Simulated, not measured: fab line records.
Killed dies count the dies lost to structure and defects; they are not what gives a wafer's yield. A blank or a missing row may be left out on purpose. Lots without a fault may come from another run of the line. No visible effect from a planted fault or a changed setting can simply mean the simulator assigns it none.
Chamber matching | flow nand-harc | rie-diel-13 running NHARC_A_M1_DESCUM_14: 4 sister chambers
The step chemistry O2, time 3 s. 18 wafers are shown with their chamber, then 9 later ones without.

WAFERS WITH THEIR CHAMBER
wafer  | chamber | drypump-motor-current-A (A) | oes-product-au (a.u.) | throttle-valve-pct (%)
L078.1 | 0       | 6.3                         | 0.996                 | 11.309
L078.3 | 3       | 6.5                         | 0.984                 | 11.296
L078.6 | 0       | 6.2                         | 1.005                 | 11.309
L074.1 | 0       | 6.3                         | 0.996                 | 11.324
L074.5 | 0       | 6.3                         | 0.995                 | 11.313
L074.6 | 3       | 6.4                         | 1.006                 | 11.313
L076.1 | 3       | 6.5                         | 1.009                 | 11.318
L076.2 | 1       | 5.1                         | 1.008                 | 11.306
L076.6 | 1       | 5.0                         | 0.996                 | 11.311
L082.1 | 3       | 6.4                         | 0.992                 | 11.315
L082.2 | 0       | 6.3                         | 0.995                 | 11.323
L082.5 | 2       | 5.7                         | 1.006                 | 11.301
L088.1 | 1       | 5.1                         | 1.007                 | 11.313
L088.2 | 3       | 6.4                         | 1.000                 | 11.314
L088.4 | 2       | 5.7                         | 1.001                 | 11.316
L092.1 | 0       | 6.3                         | 1.005                 | 11.316
L092.2 | 1       | 5.1                         | 1.018                 | 11.297
L092.6 | 2       | 5.7                         | 1.010                 | 11.299

SIGNATURES (averages over the wafers above)
reading                 | chamber 0 | chamber 1 | chamber 2 | chamber 3 | scatter within a chamber
drypump-motor-current-A | 6.283     | 5.075     | 5.700     | 6.440     | 0.0446
oes-product-au          | 0.99867   | 1.00725   | 1.00567   | 0.99820   | 0.00768
throttle-valve-pct      | 11.31567  | 11.30675  | 11.30533  | 11.31120  | 0.00778
Rule: distance of a wafer from a chamber = root of the sum over the readings of ((wafer's reading minus chamber's mean) / reading's scatter) squared. The wafer belongs to the nearest chamber; if the next one is less than 2 further off, it can't be placed. How the scatter is found: for the shown wafers, subtract from each reading the mean of its chamber, square and add these, divide the total by (wafers less chambers), then take the root.

WAFERS WHOSE CHAMBER IS MISSING
wafer  | drypump-motor-current-A (A) | oes-product-au (a.u.) | throttle-valve-pct (%)
L094.1 | 6.5                         | 0.997                 | 11.317
L094.3 | 6.3                         | 1.010                 | 11.308
L094.6 | 5.7                         | 1.006                 | 11.304
L086.1 | 5.1                         | 1.014                 | 11.305
L086.2 | 5.8                         | 1.015                 | 11.307
L086.3 | 6.4                         | 1.007                 | 11.295
L086.4 | 6.3                         | 1.009                 | 11.325
L086.5 | 6.4                         | 1.001                 | 11.318
L086.6 | 5.7                         | 1.017                 | 11.275

WHICH CHAMBER EACH ONE RAN IN
wafer  | from the rows above     | in truth
L094.1 | 3                       | 3
L094.3 | can't be placed: 0 or 3 | 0
L094.6 | 2                       | 2
L086.1 | 1                       | 1
L086.2 | 2                       | 2
L086.3 | can't be placed: 3 or 0 | 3
L086.4 | 0                       | 0
L086.5 | can't be placed: 3 or 0 | 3
L086.6 | 2                       | 2
Correct placement for 6 of the 9. Unplaceable from these rows: 3, with the true chamber sitting among the candidates in 3. Number placed wrongly: 0.
